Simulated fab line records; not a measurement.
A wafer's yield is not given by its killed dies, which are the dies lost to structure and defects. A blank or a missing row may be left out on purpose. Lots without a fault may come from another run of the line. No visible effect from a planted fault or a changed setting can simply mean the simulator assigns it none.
Which tool did it? || flow n5_finfet || 10 lots with 30 wafers sampled at 4 steps, on a route of 1938 steps

## WHAT THE GAUGES READ, wafer by wafer
N5_BEOL_M11_THK_MEAS_53: measures by xrf.
{"lot": "L372", "measured": "day 11 09:20", "on": "film_metro-02", "M11_THK (nm)": "140 143 143"}
{"lot": "L371", "measured": "day 11 23:06", "on": "film_metro-01", "M11_THK (nm)": "140 136 137"}
{"lot": "L375", "measured": "day 13 07:47", "on": "film_metro-01", "M11_THK (nm)": "138 143 137"}
{"lot": "L377", "measured": "day 13 09:02", "on": "film_metro-02", "M11_THK (nm)": "145 139 146"}
{"lot": "L379", "measured": "day 13 16:10", "on": "film_metro-01", "M11_THK (nm)": "136 146 138"}
{"lot": "L381", "measured": "day 13 23:53", "on": "film_metro-01", "M11_THK (nm)": "144 137 143"}
{"lot": "L383", "measured": "day 14 10:53", "on": "film_metro-01", "M11_THK (nm)": "146 143 145"}
{"lot": "L389", "measured": "day 16 03:28", "on": "film_metro-02", "M11_THK (nm)": "136 140 137"}
{"lot": "L390", "measured": "day 16 15:45", "on": "film_metro-02", "M11_THK (nm)": "139 136 140"}
{"lot": "L391", "measured": "day 16 18:20", "on": "film_metro-01", "M11_THK (nm)": "147 140 144"}

## TOOL THAT RAN EACH LOT (tool first, then ch and the chambers of the sampled wafers, then the start)
{"lot": "L372", "N5_BEOL_M11_PECVD_70": "pecvd-01 ch 0,1,2, day 10 23:18", "N5_BEOL_M11_PRE_CLEAN_45": "pvd_sputter-01, day 11 06:02", "N5_BEOL_M11_CMP_52": "cmp-01 ch 0,3, day 11 09:02"}
{"lot": "L371", "N5_BEOL_M11_PECVD_70": "pecvd-04 ch 0,1,2, day 11 16:39", "N5_BEOL_M11_PRE_CLEAN_45": "pvd_sputter-02, day 11 21:26", "N5_BEOL_M11_CMP_52": "cmp-04 ch 0,1,3, day 11 22:53"}
{"lot": "L375", "N5_BEOL_M11_PECVD_70": "pecvd-02 ch 1,2, day 13 00:29", "N5_BEOL_M11_PRE_CLEAN_45": "pvd_sputter-01, day 13 06:19", "N5_BEOL_M11_CMP_52": "cmp-01 ch 0,2,3, day 13 07:34"}
{"lot": "L377", "N5_BEOL_M11_PECVD_70": "pecvd-04 ch 1,2, day 13 02:13", "N5_BEOL_M11_PRE_CLEAN_45": "pvd_sputter-01, day 13 06:45", "N5_BEOL_M11_CMP_52": "cmp-03 ch 1,2,3, day 13 08:44"}
{"lot": "L379", "N5_BEOL_M11_PECVD_70": "pecvd-02 ch 0,1,2, day 13 10:11", "N5_BEOL_M11_PRE_CLEAN_45": "pvd_sputter-03, day 13 14:17", "N5_BEOL_M11_CMP_52": "cmp-04 ch 0,3, day 13 15:52"}
{"lot": "L381", "N5_BEOL_M11_PECVD_70": "pecvd-04 ch 0,1,2, day 13 16:53", "N5_BEOL_M11_PRE_CLEAN_45": "pvd_sputter-02, day 13 22:18", "N5_BEOL_M11_CMP_52": "cmp-04 ch 1,2, day 13 23:36"}
{"lot": "L383", "N5_BEOL_M11_PECVD_70": "pecvd-04 ch 0,1,2, day 14 02:10", "N5_BEOL_M11_PRE_CLEAN_45": "pvd_sputter-01, day 14 07:52", "N5_BEOL_M11_CMP_52": "cmp-01 ch 0,1,2, day 14 10:40"}
{"lot": "L389", "N5_BEOL_M11_PECVD_70": "pecvd-02 ch 0,2, day 15 18:46", "N5_BEOL_M11_PRE_CLEAN_45": "pvd_sputter-03, day 16 00:21", "N5_BEOL_M11_CMP_52": "cmp-01 ch 1,3, day 16 03:11"}
{"lot": "L390", "N5_BEOL_M11_PECVD_70": "pecvd-02 ch 0,1,2, day 16 08:19", "N5_BEOL_M11_PRE_CLEAN_45": "pvd_sputter-02, day 16 12:43", "N5_BEOL_M11_CMP_52": "cmp-04 ch 0,1,2, day 16 15:28"}
{"lot": "L391", "N5_BEOL_M11_PECVD_70": "pecvd-01 ch 0,1,2, day 16 12:07", "N5_BEOL_M11_PRE_CLEAN_45": "pvd_sputter-02, day 16 16:19", "N5_BEOL_M11_CMP_52": "cmp-03 ch 0,3, day 16 18:02"}
- N5_BEOL_M11_PECVD_70: deposits SiO2 from TEOS/O2, target thk 20 nm, time 22.7 s.
- N5_BEOL_M11_PRE_CLEAN_45: time 30 s.
- N5_BEOL_M11_CMP_52: polishes, stops on SiCOH lowk, t overpolish 7 s, target thk 140 nm.

## AS READ BY THE TOOLS THEMSELVES (means over the sampled wafers that have a number; for cases with no such wafer, the mark the record gives instead)
N5_BEOL_M11_PECVD_70.
{"lot": "L372", "tool": "pecvd-01", "heater_power_outer_w (W)": 408, "heater_power_w (W)": 721, "showerhead_plenum_p_Torr (Torr)": 8.79, "susceptor_temp_C (C)": 400.01, "throttle_valve_pct (%)": 22.0}
{"lot": "L371", "tool": "pecvd-04", "heater_power_outer_w (W)": 423, "heater_power_w (W)": 748, "showerhead_plenum_p_Torr (Torr)": 8.83, "susceptor_temp_C (C)": 400.15, "throttle_valve_pct (%)": 22.8}
{"lot": "L375", "tool": "pecvd-02", "heater_power_outer_w (W)": 424, "heater_power_w (W)": 709, "showerhead_plenum_p_Torr (Torr)": 8.76, "susceptor_temp_C (C)": 400.11, "throttle_valve_pct (%)": 22.3}
{"lot": "L377", "tool": "pecvd-04", "heater_power_outer_w (W)": 370, "heater_power_w (W)": 691, "showerhead_plenum_p_Torr (Torr)": 8.84, "susceptor_temp_C (C)": 399.85, "throttle_valve_pct (%)": 23.4}
{"lot": "L379", "tool": "pecvd-02", "heater_power_outer_w (W)": 375, "heater_power_w (W)": 656, "showerhead_plenum_p_Torr (Torr)": 8.77, "susceptor_temp_C (C)": 399.96, "throttle_valve_pct (%)": 23.0}
{"lot": "L381", "tool": "pecvd-04", "heater_power_outer_w (W)": 424, "heater_power_w (W)": 752, "showerhead_plenum_p_Torr (Torr)": 8.79, "susceptor_temp_C (C)": 400.00, "throttle_valve_pct (%)": 22.9}
{"lot": "L383", "tool": "pecvd-04", "heater_power_outer_w (W)": 396, "heater_power_w (W)": 718, "showerhead_plenum_p_Torr (Torr)": 8.82, "susceptor_temp_C (C)": 400.00, "throttle_valve_pct (%)": 23.0}
{"lot": "L389", "tool": "pecvd-02", "heater_power_outer_w (W)": 391, "heater_power_w (W)": 654, "showerhead_plenum_p_Torr (Torr)": 8.78, "susceptor_temp_C (C)": 400.21, "throttle_valve_pct (%)": 22.6}
{"lot": "L390", "tool": "pecvd-02", "heater_power_outer_w (W)": 384, "heater_power_w (W)": 661, "showerhead_plenum_p_Torr (Torr)": 8.77, "susceptor_temp_C (C)": 399.97, "throttle_valve_pct (%)": 23.1}
{"lot": "L391", "tool": "pecvd-01", "heater_power_outer_w (W)": 449, "heater_power_w (W)": 773, "showerhead_plenum_p_Torr (Torr)": 8.77, "susceptor_temp_C (C)": 400.14, "throttle_valve_pct (%)": 22.2}

N5_BEOL_M11_PRE_CLEAN_45.
{"lot": "L372", "tool": "pvd_sputter-01", "heater_power_w (W)": 343, "susceptor_temp_C (C)": 250.21}
{"lot": "L371", "tool": "pvd_sputter-02", "heater_power_w (W)": 326, "susceptor_temp_C (C)": 249.98}
{"lot": "L375", "tool": "pvd_sputter-01", "heater_power_w (W)": 316, "susceptor_temp_C (C)": 250.09}
{"lot": "L377", "tool": "pvd_sputter-01", "heater_power_w (W)": 334, "susceptor_temp_C (C)": 250.06}
{"lot": "L379", "tool": "pvd_sputter-03", "heater_power_w (W)": 315, "susceptor_temp_C (C)": 249.88}
{"lot": "L381", "tool": "pvd_sputter-02", "heater_power_w (W)": 338, "susceptor_temp_C (C)": 249.78}
{"lot": "L383", "tool": "pvd_sputter-01", "heater_power_w (W)": 324, "susceptor_temp_C (C)": 250.03}
{"lot": "L389", "tool": "pvd_sputter-03", "heater_power_w (W)": 330, "susceptor_temp_C (C)": 249.99}
{"lot": "L390", "tool": "pvd_sputter-02", "heater_power_w (W)": 334, "susceptor_temp_C (C)": 249.93}
{"lot": "L391", "tool": "pvd_sputter-02", "heater_power_w (W)": 325, "susceptor_temp_C (C)": 249.87}

N5_BEOL_M11_CMP_52.
{"lot": "L372", "tool": "cmp-01", "barrier_field_endpoint_s (s)": 28.9, "motor_current_A (A)": 5.4}
{"lot": "L371", "tool": "cmp-04", "barrier_field_endpoint_s (s)": 28.8, "motor_current_A (A)": 6.1}
{"lot": "L375", "tool": "cmp-01", "barrier_field_endpoint_s (s)": 28.2, "motor_current_A (A)": 5.7}
{"lot": "L377", "tool": "cmp-03", "barrier_field_endpoint_s (s)": 29.8, "motor_current_A (A)": 5.8}
{"lot": "L379", "tool": "cmp-04", "barrier_field_endpoint_s (s)": 28.8, "motor_current_A (A)": 6.4}
{"lot": "L381", "tool": "cmp-04", "barrier_field_endpoint_s (s)": 31.3, "motor_current_A (A)": 5.6}
{"lot": "L383", "tool": "cmp-01", "barrier_field_endpoint_s (s)": 31.3, "motor_current_A (A)": 5.9}
{"lot": "L389", "tool": "cmp-01", "barrier_field_endpoint_s (s)": 27.4, "motor_current_A (A)": 4.9}
{"lot": "L390", "tool": "cmp-04", "barrier_field_endpoint_s (s)": 28.4, "motor_current_A (A)": 6.0}
{"lot": "L391", "tool": "cmp-03", "barrier_field_endpoint_s (s)": 29.4, "motor_current_A (A)": 6.0}

## THE ANSWER, worked out from the rows above alone
Rule: the usual values come from the lots themselves. The widest of any qualifying gaps counts: lots, ordered by their means at a reading, are off when they make up no more than a third of the lots, leave a main group of 4 or more, and stand apart from it by 3 or more times the standard deviation of that group's means. The tables above print the reading to a certain number of digits; a main group whose means all agree to those digits is not used. Also off: a lot with no number at a reading for which 4 or more lots have one. Where the step has rows for the other lots, those lots are counted as sound. The gauges are gone through in route order, then the tools' own readings, and for those a lot's mean is taken as printed above. The first step at which some lot is off is used, and at that step the reading that is off furthest; a lot without a number counts as furthest.
No lot is off at any reading shown: from this, nothing can be told.

## WHAT THE SIMULATOR HAD INSERTED
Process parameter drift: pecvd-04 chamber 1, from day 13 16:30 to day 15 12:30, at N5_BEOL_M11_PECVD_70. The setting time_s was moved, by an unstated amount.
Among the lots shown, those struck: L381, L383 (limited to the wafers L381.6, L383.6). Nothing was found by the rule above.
